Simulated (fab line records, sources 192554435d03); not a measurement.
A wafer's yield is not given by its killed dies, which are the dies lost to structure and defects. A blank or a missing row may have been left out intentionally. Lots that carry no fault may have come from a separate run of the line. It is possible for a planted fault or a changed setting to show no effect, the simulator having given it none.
What tool caused it? :: flow n5Finfet :: Sampling: 10 lots, 30 wafers, 4 of 1938 route steps

## WHAT THE GAUGES READ, wafer by wafer
N5_BEOL_M8_THK_MEAS_01.
lot: L602
measured: day 9 11:09
on: filmMetro-01
M8_ILD_THK (nm): 155.5 155.7 155.0

lot: L605
measured: day 9 21:17
on: filmMetro-02
M8_ILD_THK (nm): 154.2 157.4 158.8

lot: L606
measured: day 10 03:09
on: filmMetro-02
M8_ILD_THK (nm): 153.9 153.7 156.8

lot: L607
measured: day 10 04:34
on: filmMetro-01
M8_ILD_THK (nm): 155.0 155.4 156.1

lot: L609
measured: day 10 22:40
on: filmMetro-01
M8_ILD_THK (nm): 153.2 154.8 156.1

lot: L612
measured: day 11 18:18
on: filmMetro-02
M8_ILD_THK (nm): 151.5 153.0 154.3

lot: L613
measured: day 12 04:34
on: filmMetro-02
M8_ILD_THK (nm): 153.7 157.7 155.2

lot: L622
measured: day 14 01:58
on: filmMetro-01
M8_ILD_THK (nm): 170.0 173.3 172.5

lot: L624
measured: day 14 14:04
on: filmMetro-01
M8_ILD_THK (nm): 152.1 156.4 156.1

lot: L623
measured: day 14 23:35
on: filmMetro-01
M8_ILD_THK (nm): 166.6 171.5 172.8

## WHICH TOOL RAN EACH LOT (tool, then ch and the chambers of the sampled wafers, then the start)
lot: L602
N5_BEOL_M7_CURE_75: uvCure-02 ch 2, day 9 08:04
N5_BEOL_M7_DEGAS_44: pvdSputter-03, day 9 08:35
N5_BEOL_M8_ILD_DEP_00: pecvd-03 ch 0,1,2, day 9 10:34

lot: L605
N5_BEOL_M7_CURE_75: uvCure-02 ch 2, day 9 17:41
N5_BEOL_M7_DEGAS_44: pvdSputter-01, day 9 18:19
N5_BEOL_M8_ILD_DEP_00: pecvd-02 ch 0,1, day 9 20:12

lot: L606
N5_BEOL_M7_CURE_75: uvCure-03 ch 0, day 9 21:38
N5_BEOL_M7_DEGAS_44: pvdSputter-01, day 9 23:48
N5_BEOL_M8_ILD_DEP_00: pecvd-02 ch 0,1, day 10 02:33

lot: L607
N5_BEOL_M7_CURE_75: uvCure-01 ch 0, day 10 00:31
N5_BEOL_M7_DEGAS_44: pvdSputter-01, day 10 01:56
N5_BEOL_M8_ILD_DEP_00: pecvd-03 ch 0,1,2, day 10 03:57

lot: L609
N5_BEOL_M7_CURE_75: uvCure-01 ch 1, day 10 18:45
N5_BEOL_M7_DEGAS_44: pvdSputter-01, day 10 19:58
N5_BEOL_M8_ILD_DEP_00: pecvd-04 ch 0,1,2, day 10 21:37

lot: L612
N5_BEOL_M7_CURE_75: uvCure-03 ch 2, day 11 15:10
N5_BEOL_M7_DEGAS_44: pvdSputter-01, day 11 15:58
N5_BEOL_M8_ILD_DEP_00: pecvd-04 ch 0,1, day 11 17:43

lot: L613
N5_BEOL_M7_CURE_75: uvCure-03 ch 2, day 11 23:07
N5_BEOL_M7_DEGAS_44: pvdSputter-01, day 12 01:05
N5_BEOL_M8_ILD_DEP_00: pecvd-03 ch 0,1, day 12 03:47

lot: L622
N5_BEOL_M7_CURE_75: uvCure-03 ch 1, day 13 22:59
N5_BEOL_M7_DEGAS_44: pvdSputter-02, day 13 23:29
N5_BEOL_M8_ILD_DEP_00: pecvd-04 ch 0,1, day 14 01:24

lot: L624
N5_BEOL_M7_CURE_75: uvCure-01 ch 0, day 14 10:48
N5_BEOL_M7_DEGAS_44: pvdSputter-01, day 14 11:52
N5_BEOL_M8_ILD_DEP_00: pecvd-03 ch 0,1, day 14 13:30

lot: L623
N5_BEOL_M7_CURE_75: uvCure-03 ch 2, day 14 19:08
N5_BEOL_M7_DEGAS_44: pvdSputter-01, day 14 20:24
N5_BEOL_M8_ILD_DEP_00: pecvd-04 ch 0,2, day 14 22:32
- N5_BEOL_M7_CURE_75: cures SiCOH lowk, time 120 s.
- N5_BEOL_M7_DEGAS_44: time 60 s.
- N5_BEOL_M8_ILD_DEP_00: deposits SiCOH lowk from DEMS/porogen, target thk 179.75 nm, time 33.4 s.

## WHAT THE TOOLS THEMSELVES READ (means of the sampled wafers that have a number; where no wafer has one, the mark that the record gives instead)
N5_BEOL_M7_CURE_75.
lot: L602
tool: uvCure-02
lampPowerPct (%): 52.28
wafer_temp_C_max: 372.3

lot: L605
tool: uvCure-02
lampPowerPct (%): 52.32
wafer_temp_C_max: 372.2

lot: L606
tool: uvCure-03
lampPowerPct (%): 52.25
wafer_temp_C_max: 371.9

lot: L607
tool: uvCure-01
lampPowerPct (%): 52.32
wafer_temp_C_max: 371.5

lot: L609
tool: uvCure-01
lampPowerPct (%): 52.26
wafer_temp_C_max: 372.0

lot: L612
tool: uvCure-03
lampPowerPct (%): 52.30
wafer_temp_C_max: 371.3

lot: L613
tool: uvCure-03
lampPowerPct (%): 52.29
wafer_temp_C_max: 371.8

lot: L622
tool: uvCure-03
lampPowerPct (%): 52.31
wafer_temp_C_max: 371.5

lot: L624
tool: uvCure-01
lampPowerPct (%): 52.33
wafer_temp_C_max: 371.1

lot: L623
tool: uvCure-03
lampPowerPct (%): 52.30
wafer_temp_C_max: 371.7

N5_BEOL_M7_DEGAS_44.
lot: L602
tool: pvdSputter-03
heaterPowerW (W): 321
susceptorTempC (C): 250.13

lot: L605
tool: pvdSputter-01
heaterPowerW (W): 356
susceptorTempC (C): 250.01

lot: L606
tool: pvdSputter-01
heaterPowerW (W): 327
susceptorTempC (C): 249.96

lot: L607
tool: pvdSputter-01
heaterPowerW (W): 347
susceptorTempC (C): 249.94

lot: L609
tool: pvdSputter-01
heaterPowerW (W): 311
susceptorTempC (C): 249.85

lot: L612
tool: pvdSputter-01
heaterPowerW (W): 330
susceptorTempC (C): 250.15

lot: L613
tool: pvdSputter-01
heaterPowerW (W): 316
susceptorTempC (C): 250.11

lot: L622
tool: pvdSputter-02
heaterPowerW (W): 346
susceptorTempC (C): 250.02

lot: L624
tool: pvdSputter-01
heaterPowerW (W): 349
susceptorTempC (C): 250.12

lot: L623
tool: pvdSputter-01
heaterPowerW (W): 310
susceptorTempC (C): 249.91

N5_BEOL_M8_ILD_DEP_00.
lot: L602
tool: pecvd-03
heaterPowerW (W): 365
showerheadPlenumPTorr (Torr): 5.748
susceptorTempC (C): 299.99
throttleValvePct (%): 13.4

lot: L605
tool: pecvd-02
heaterPowerW (W): 316
showerheadPlenumPTorr (Torr): 5.731
susceptorTempC (C): 300.09
throttleValvePct (%): 14.7

lot: L606
tool: pecvd-02
heaterPowerW (W): 300
showerheadPlenumPTorr (Torr): 5.732
susceptorTempC (C): 300.13
throttleValvePct (%): 14.6

lot: L607
tool: pecvd-03
heaterPowerW (W): 389
showerheadPlenumPTorr (Torr): 5.747
susceptorTempC (C): 299.90
throttleValvePct (%): 13.3

lot: L609
tool: pecvd-04
heaterPowerW (W): 323
showerheadPlenumPTorr (Torr): 5.746
susceptorTempC (C): 300.08
throttleValvePct (%): 13.5

lot: L612
tool: pecvd-04
heaterPowerW (W): 359
showerheadPlenumPTorr (Torr): 5.760
susceptorTempC (C): 300.12
throttleValvePct (%): 14.0

lot: L613
tool: pecvd-03
heaterPowerW (W): 400
showerheadPlenumPTorr (Torr): 5.738
susceptorTempC (C): 299.74
throttleValvePct (%): 13.5

lot: L622
tool: pecvd-04
heaterPowerW (W): 311
showerheadPlenumPTorr (Torr): 5.753
susceptorTempC (C): 281.40
throttleValvePct (%): 14.2

lot: L624
tool: pecvd-03
heaterPowerW (W): 404
showerheadPlenumPTorr (Torr): 5.737
susceptorTempC (C): 299.82
throttleValvePct (%): 13.6

lot: L623
tool: pecvd-04
heaterPowerW (W): 213
showerheadPlenumPTorr (Torr): 5.749
susceptorTempC (C): 281.34
throttleValvePct (%): 13.3

## THE ANSWER, worked out from the rows above alone
Rule: what is usual is taken from the lots themselves. The widest of any qualifying gaps counts: lots, ordered by their means at a reading, are off when they make up no more than a third of the lots, leave a main group of 4 or more, and stand apart from it by 3 or more times the standard deviation of that group's means. Not used: any main group whose means are identical at the precision the tables above print for the reading. A lot without any number at a reading at which 4 lots or more have one is off too. Where the step has rows for the other lots, those lots are counted as sound. Order of review: gauges by route order, followed by the tools' own readings, for which a lot's mean as printed above is used. The first step at which some lot is off is used, and at that step the reading that is off furthest; a lot without a number counts as furthest.
Off: at N5_BEOL_M8_THK_MEAS_01 (M8_ILD_THK), L622, L623. For the main group the mean is 155.1 nm and the standard deviation 1.
If a tool, at a process step before that reading, ran all the lots that are off and no sound lot after the first of them, it fits. The gauges at N5_BEOL_M8_THK_MEAS_01 aren't tried: what is off there is off at N5_BEOL_M8_ILD_DEP_00 too, on other tools, and a gauge's error can't cause that. Undecided on this evidence; 2 tools fit (uvCure-03 at N5_BEOL_M7_CURE_75, pecvd-04 at N5_BEOL_M8_ILD_DEP_00).

## WHAT THE SIMULATOR PUT IN
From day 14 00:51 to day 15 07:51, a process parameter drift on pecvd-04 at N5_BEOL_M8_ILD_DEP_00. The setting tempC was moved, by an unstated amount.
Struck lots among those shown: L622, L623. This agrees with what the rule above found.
